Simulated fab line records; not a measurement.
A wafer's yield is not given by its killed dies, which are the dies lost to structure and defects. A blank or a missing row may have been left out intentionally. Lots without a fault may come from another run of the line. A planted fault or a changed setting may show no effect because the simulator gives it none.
Split-lot study || flow n5Finfet || route with 1938 steps; 7 lots, 39 wafers read

== THE SPLIT ITSELF ==
At N5_BEOL_M15_ETCH_61 (etches BARC in N2/H2, target depth 89 nm, overetch 26.7 nm, time 67.9 s), the setting timeS was moved away from the recipe's 67.9 s on 15 of the 39 wafers read, by -47.8% to +39.7%. This setting was run at the recipe's value on the other wafers.

The file shows no step between the split and the reading.

== THE READING ==
BEOL_M15.cdNm (the simulator's own value, which no gauge read), in nm, at N5_BEOL_M15_TRENCH_ETCH_34 (etches SiO2 in C4F8/O2/Ar, target depth 872.93 nm, time 199 s). The file does not state a usual value for it. Average 400.5 nm, standard deviation 2.1 nm, over the 24 wafers here run with the recipe.

{"wafer": "L074.1", "tool, chamber at the split": "rieDiel-04, 1", "timeS as run, s": 67.9, "against the recipe": "recipe", "BEOL_M15.cdNm, nm": 404, "against lot-mates on the recipe": "-"}
{"wafer": "L074.2", "tool, chamber at the split": "rieDiel-04, 3", "timeS as run, s": 36.24, "against the recipe": "-46.6%", "BEOL_M15.cdNm, nm": 398.8, "against lot-mates on the recipe": -4.8}
{"wafer": "L074.3", "tool, chamber at the split": "rieDiel-04, 0", "timeS as run, s": 67.9, "against the recipe": "recipe", "BEOL_M15.cdNm, nm": 402.8, "against lot-mates on the recipe": "-"}
{"wafer": "L074.4", "tool, chamber at the split": "rieDiel-04, 2", "timeS as run, s": 36.24, "against the recipe": "-46.6%", "BEOL_M15.cdNm, nm": 395.8, "against lot-mates on the recipe": -7.8}
{"wafer": "L074.5", "tool, chamber at the split": "rieDiel-04, 0", "timeS as run, s": 36.24, "against the recipe": "-46.6%", "BEOL_M15.cdNm, nm": 397.4, "against lot-mates on the recipe": -6.2}
{"wafer": "L074.6", "tool, chamber at the split": "rieDiel-04, 3", "timeS as run, s": 67.9, "against the recipe": "recipe", "BEOL_M15.cdNm, nm": 404, "against lot-mates on the recipe": "-"}
{"wafer": "L077.2", "tool, chamber at the split": "rieDiel-03, 0", "timeS as run, s": 67.9, "against the recipe": "recipe", "BEOL_M15.cdNm, nm": 394.8, "against lot-mates on the recipe": "-"}
{"wafer": "L077.4", "tool, chamber at the split": "rieDiel-03, 2", "timeS as run, s": 67.9, "against the recipe": "recipe", "BEOL_M15.cdNm, nm": 396.4, "against lot-mates on the recipe": "-"}
{"wafer": "L077.5", "tool, chamber at the split": "rieDiel-03, 1", "timeS as run, s": 67.9, "against the recipe": "recipe", "BEOL_M15.cdNm, nm": 400.2, "against lot-mates on the recipe": "-"}
{"wafer": "L079.1", "tool, chamber at the split": "rieDiel-04, 1", "timeS as run, s": 94.87, "against the recipe": "+39.7%", "BEOL_M15.cdNm, nm": 405.4, "against lot-mates on the recipe": "+5.0"}
{"wafer": "L079.2", "tool, chamber at the split": "rieDiel-04, 2", "timeS as run, s": 67.9, "against the recipe": "recipe", "BEOL_M15.cdNm, nm": 399.2, "against lot-mates on the recipe": "-"}
{"wafer": "L079.3", "tool, chamber at the split": "rieDiel-04, 0", "timeS as run, s": 67.9, "against the recipe": "recipe", "BEOL_M15.cdNm, nm": 401.4, "against lot-mates on the recipe": "-"}
{"wafer": "L079.4", "tool, chamber at the split": "rieDiel-04, 1", "timeS as run, s": 94.87, "against the recipe": "+39.7%", "BEOL_M15.cdNm, nm": 406.2, "against lot-mates on the recipe": "+5.8"}
{"wafer": "L079.5", "tool, chamber at the split": "rieDiel-04, 2", "timeS as run, s": 94.87, "against the recipe": "+39.7%", "BEOL_M15.cdNm, nm": 403.4, "against lot-mates on the recipe": "+3.0"}
{"wafer": "L079.6", "tool, chamber at the split": "rieDiel-04, 0", "timeS as run, s": 67.9, "against the recipe": "recipe", "BEOL_M15.cdNm, nm": 400.6, "against lot-mates on the recipe": "-"}
{"wafer": "L088.1", "tool, chamber at the split": "rieDiel-02, 2", "timeS as run, s": 67.9, "against the recipe": "recipe", "BEOL_M15.cdNm, nm": 402.6, "against lot-mates on the recipe": "-"}
{"wafer": "L088.2", "tool, chamber at the split": "rieDiel-02, 3", "timeS as run, s": 35.42, "against the recipe": "-47.8%", "BEOL_M15.cdNm, nm": 395, "against lot-mates on the recipe": -6.0}
{"wafer": "L088.3", "tool, chamber at the split": "rieDiel-02, 0", "timeS as run, s": 67.9, "against the recipe": "recipe", "BEOL_M15.cdNm, nm": 399.6, "against lot-mates on the recipe": "-"}
{"wafer": "L088.4", "tool, chamber at the split": "rieDiel-02, 1", "timeS as run, s": 35.42, "against the recipe": "-47.8%", "BEOL_M15.cdNm, nm": 394, "against lot-mates on the recipe": -7.0}
{"wafer": "L088.5", "tool, chamber at the split": "rieDiel-02, 3", "timeS as run, s": 35.42, "against the recipe": "-47.8%", "BEOL_M15.cdNm, nm": 395.4, "against lot-mates on the recipe": -5.6}
{"wafer": "L088.6", "tool, chamber at the split": "rieDiel-02, 2", "timeS as run, s": 67.9, "against the recipe": "recipe", "BEOL_M15.cdNm, nm": 400.8, "against lot-mates on the recipe": "-"}
{"wafer": "L091.1", "tool, chamber at the split": "rieDiel-04, 2", "timeS as run, s": 67.9, "against the recipe": "recipe", "BEOL_M15.cdNm, nm": 397.4, "against lot-mates on the recipe": "-"}
{"wafer": "L091.2", "tool, chamber at the split": "rieDiel-04, 0", "timeS as run, s": 67.9, "against the recipe": "recipe", "BEOL_M15.cdNm, nm": 401.8, "against lot-mates on the recipe": "-"}
{"wafer": "L091.3", "tool, chamber at the split": "rieDiel-04, 3", "timeS as run, s": 67.9, "against the recipe": "recipe", "BEOL_M15.cdNm, nm": 398.4, "against lot-mates on the recipe": "-"}
{"wafer": "L091.4", "tool, chamber at the split": "rieDiel-04, 1", "timeS as run, s": 67.9, "against the recipe": "recipe", "BEOL_M15.cdNm, nm": 400.8, "against lot-mates on the recipe": "-"}
{"wafer": "L091.5", "tool, chamber at the split": "rieDiel-04, 0", "timeS as run, s": 67.9, "against the recipe": "recipe", "BEOL_M15.cdNm, nm": 401, "against lot-mates on the recipe": "-"}
{"wafer": "L091.6", "tool, chamber at the split": "rieDiel-04, 1", "timeS as run, s": 67.9, "against the recipe": "recipe", "BEOL_M15.cdNm, nm": 400.2, "against lot-mates on the recipe": "-"}
{"wafer": "L090.1", "tool, chamber at the split": "rieDiel-03, 2", "timeS as run, s": 79.71, "against the recipe": "+17.4%", "BEOL_M15.cdNm, nm": 404.4, "against lot-mates on the recipe": "+4.2"}
{"wafer": "L090.2", "tool, chamber at the split": "rieDiel-03, 1", "timeS as run, s": 67.9, "against the recipe": "recipe", "BEOL_M15.cdNm, nm": 401.4, "against lot-mates on the recipe": "-"}
{"wafer": "L090.3", "tool, chamber at the split": "rieDiel-03, 3", "timeS as run, s": 67.9, "against the recipe": "recipe", "BEOL_M15.cdNm, nm": 399.2, "against lot-mates on the recipe": "-"}
{"wafer": "L090.4", "tool, chamber at the split": "rieDiel-03, 0", "timeS as run, s": 79.71, "against the recipe": "+17.4%", "BEOL_M15.cdNm, nm": 400.4, "against lot-mates on the recipe": "+0.2"}
{"wafer": "L090.5", "tool, chamber at the split": "rieDiel-03, 2", "timeS as run, s": 67.9, "against the recipe": "recipe", "BEOL_M15.cdNm, nm": 400, "against lot-mates on the recipe": "-"}
{"wafer": "L090.6", "tool, chamber at the split": "rieDiel-03, 1", "timeS as run, s": 79.71, "against the recipe": "+17.4%", "BEOL_M15.cdNm, nm": 402, "against lot-mates on the recipe": "+1.8"}
{"wafer": "L092.1", "tool, chamber at the split": "rieDiel-02, 2", "timeS as run, s": 90.66, "against the recipe": "+33.5%", "BEOL_M15.cdNm, nm": 403.8, "against lot-mates on the recipe": "+2.3"}
{"wafer": "L092.2", "tool, chamber at the split": "rieDiel-02, 1", "timeS as run, s": 67.9, "against the recipe": "recipe", "BEOL_M15.cdNm, nm": 402.4, "against lot-mates on the recipe": "-"}
{"wafer": "L092.3", "tool, chamber at the split": "rieDiel-02, 1", "timeS as run, s": 90.66, "against the recipe": "+33.5%", "BEOL_M15.cdNm, nm": 406.2, "against lot-mates on the recipe": "+4.7"}
{"wafer": "L092.4", "tool, chamber at the split": "rieDiel-02, 2", "timeS as run, s": 67.9, "against the recipe": "recipe", "BEOL_M15.cdNm, nm": 400.6, "against lot-mates on the recipe": "-"}
{"wafer": "L092.5", "tool, chamber at the split": "rieDiel-02, 1", "timeS as run, s": 90.66, "against the recipe": "+33.5%", "BEOL_M15.cdNm, nm": 407.4, "against lot-mates on the recipe": "+5.9"}
{"wafer": "L092.6", "tool, chamber at the split": "rieDiel-02, 2", "timeS as run, s": 67.9, "against the recipe": "recipe", "BEOL_M15.cdNm, nm": 401.6, "against lot-mates on the recipe": "-"}

THE FIT
A straight line over all 39 wafers: BEOL_M15.cdNm changes by +0.108 nm for each +1% of timeS; r = +0.79; the points scatter about the line by 2 nm.
The same after taking each lot's own level away (the mean of its wafers on the recipe; 39 wafers): +0.127 nm for each +1%; r = +0.92; scatter 1.3 nm.
On that fit, the largest move of timeS shifts the reading by 6.1 nm.
Across the lots, their own levels run from 397.13 to 403.60 nm, a range of 3.0 times the standard deviation given above.
So the lot-to-lot level blurs the effect unless lot-mates are compared.
Check: with one of the wafers moved furthest among these (-47.8%) left out of the fit, the line predicts -6.19 nm for it against its lot-mates. Against them it came out at -6 nm.

== ADDITIONAL SPLITS CARRIED BY THESE WAFERS ==
Note: prior to the reading, these wafers also went through further splits. Each is held against what the fit with the lots' levels taken away leaves over:
{"other split on the same wafers": "N5_BEOL_M6_ILD_DEP_00 targetThkA", "wafers away from the commonest value": 12, "r with BEOL_M15.cdNm (lot level and that fit taken away)": "+0.03"}
{"other split on the same wafers": "N5_BEOL_M9_ILD_DEP_00 timeS", "wafers away from the commonest value": 12, "r with BEOL_M15.cdNm (lot level and that fit taken away)": "+0.29"}
{"other split on the same wafers": "N5_BEOL_M12_SPUTTER_44 timeS", "wafers away from the commonest value": 15, "r with BEOL_M15.cdNm (lot level and that fit taken away)": -0.03}

== THE WHOLE CHAIN: every reading that the file lists as answering this split, in the file's order ==
{"step": "N5_BEOL_M15_ETCH_61", "what it does": "etches BARC in N2/H2, target depth 89 nm, overetch 26.7 nm, time 67.9 s", "reading": "etch.depthNm (the simulator's own value, which no gauge read)", "change (the file's fit)": "not straight: 59.72 at the lowest setting, 89.01 at the recipe, 89.27 at the highest", "r (the file's)": "not given"}
{"step": "N5_BEOL_M15_ETCH_61", "what it does": "etches BARC in N2/H2, target depth 89 nm, overetch 26.7 nm, time 67.9 s", "reading": "coat_of_BEOL_M15_COAT_22.thkNm (the simulator's own value, which no gauge read)", "change (the file's fit)": "-0.648 nm for each +1% of the setting", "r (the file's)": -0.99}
{"step": "N5_BEOL_M15_ETCH_61", "what it does": "etches BARC in N2/H2, target depth 89 nm, overetch 26.7 nm, time 67.9 s", "reading": "BEOL_M15.cdNm (the simulator's own value, which no gauge read)", "change (the file's fit)": "+0.122 nm for each +1% of the setting", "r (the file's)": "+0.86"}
{"step": "N5_BEOL_M15_TRENCH_ETCH_34", "what it does": "etches SiO2 in C4F8/O2/Ar, target depth 872.93 nm, time 199 s", "reading": "coat_of_BEOL_M15_COAT_22.thkNm (the simulator's own value, which no gauge read)", "change (the file's fit)": "-0.687 nm for each +1% of the setting", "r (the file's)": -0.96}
{"step": "N5_BEOL_M15_TRENCH_ETCH_34", "what it does": "etches SiO2 in C4F8/O2/Ar, target depth 872.93 nm, time 199 s", "reading": "BEOL_M15.cdNm (the simulator's own value, which no gauge read)", "change (the file's fit)": "+0.127 nm for each +1% of the setting", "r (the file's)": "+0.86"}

== FILE'S OWN FIT ==
BEOL_M15.cdNm changes by +0.127 nm for each +1% of timeS, r = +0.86.
